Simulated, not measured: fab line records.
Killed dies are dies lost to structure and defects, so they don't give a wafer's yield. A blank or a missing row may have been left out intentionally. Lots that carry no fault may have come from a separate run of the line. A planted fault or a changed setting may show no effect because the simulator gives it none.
2 desks looking at one fault | flow n5 finfet | numbers are kept per desk, each desk with only its own; the story behind them comes last

## THE METROLOGY DESK
Means of the sampled wafers that have a number, per lot and without regard to the tool the lot ran on: this is what the gauges read. A lot is out of limits, marked OUT, if its mean lies more than 4 standard deviations from the usual mean; the brackets give that distance.
Columns: A = PMOS_HMC_BLK_OVL at N5_PMOS_HMC_CHANNEL_EPI_OVL_MEAS_10, usual 0.0 nm; B = cd nm at N5_FIN_SAQP_CD_MEAS_16, usual 35.6 nm
lot  | first seen here | A    | B
L329 | day 1 23:31     | -0.2 | 35.4
L334 | day 3 05:16     | 0.9  | 35.1
L336 | day 3 17:07     | 0.2  | 36.1
L337 | day 3 23:39     | -0.3 | 36.0
L338 | day 4 05:45     | 0.0  | 35.5
L340 | day 4 16:56     | -0.3 | 35.6
L342 | day 5 06:13     | 1.0  | 36.1
L347 | day 6 11:42     | -0.4 | 35.9
L350 | day 7 05:18     | -0.2 | 35.8
L351 | day 7 11:16     | 0.5  | 35.2
This desk's verdict: no lot among the 10 shows anything out of limits.

## THE TOOL OWNER'S DESK: pecvd-01
The tool's own readings at N5_FIN_SAQP_PECVD_47 (deposits a-Si from SiH4/He, target thk 45 nm, time 36.3 s): means of the sampled wafers that have a number, for each lot that ran on this tool. A lot is out of limits, marked OUT, if its mean lies more than 4 standard deviations from the usual mean; the brackets give that distance.
Columns: A = heater power w at N5_FIN_SAQP_PECVD_47, usual 861 W; B = rf fwd power W at N5_FIN_SAQP_PECVD_47, usual 99.0 W; C = run length s at N5_FIN_SAQP_PECVD_47, usual 72.9 s; D = showerhead plenum p Torr at N5_FIN_SAQP_PECVD_47, usual 5.66 Torr; E = throttle valve pct at N5_FIN_SAQP_PECVD_47, usual 18.0 %
lot  | first seen here | A   | B    | C              | D    | E
L329 | day 2 03:07     | 866 | 99.3 | 72.8           | 5.66 | 17.8
L334 | day 3 08:44     | 861 | 99.6 | 72.7           | 5.67 | 17.5
L336 | day 3 21:58     | 894 | 99.2 | 84.3 (+22) OUT | 5.67 | 17.3
L337 | day 4 03:07     | 882 | 99.0 | 84.3 (+22) OUT | 5.66 | 17.2
L338 | day 4 09:19     | 836 | 99.5 | 84.1 (+22) OUT | 5.66 | 17.7
This desk's verdict: out of limits on L336, L337, L338, starting with L336 at day 3 21:58 (run length s at N5_FIN_SAQP_PECVD_47). L329, L334 stayed within limits.

## TAKEN TOGETHER
The tool owner's desk had the chance to raise an alarm at day 3 21:58 on L336, L337, L338.
Metrology desk: nothing out of limits seen.
The metrology desk has L336, L337, L338 on record, within its limits.
On pecvd-01, each named lot ran N5_FIN_SAQP_PECVD_47.

## WHAT THE SIMULATOR HAD PUT IN
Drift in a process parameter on pecvd-01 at N5_FIN_SAQP_PECVD_47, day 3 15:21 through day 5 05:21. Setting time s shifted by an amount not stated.
Struck lots among those shown: L336, L337, L338.
Delay in hours, fault start to first out-of-limits reading, by desk: the tool owner's desk at 7.
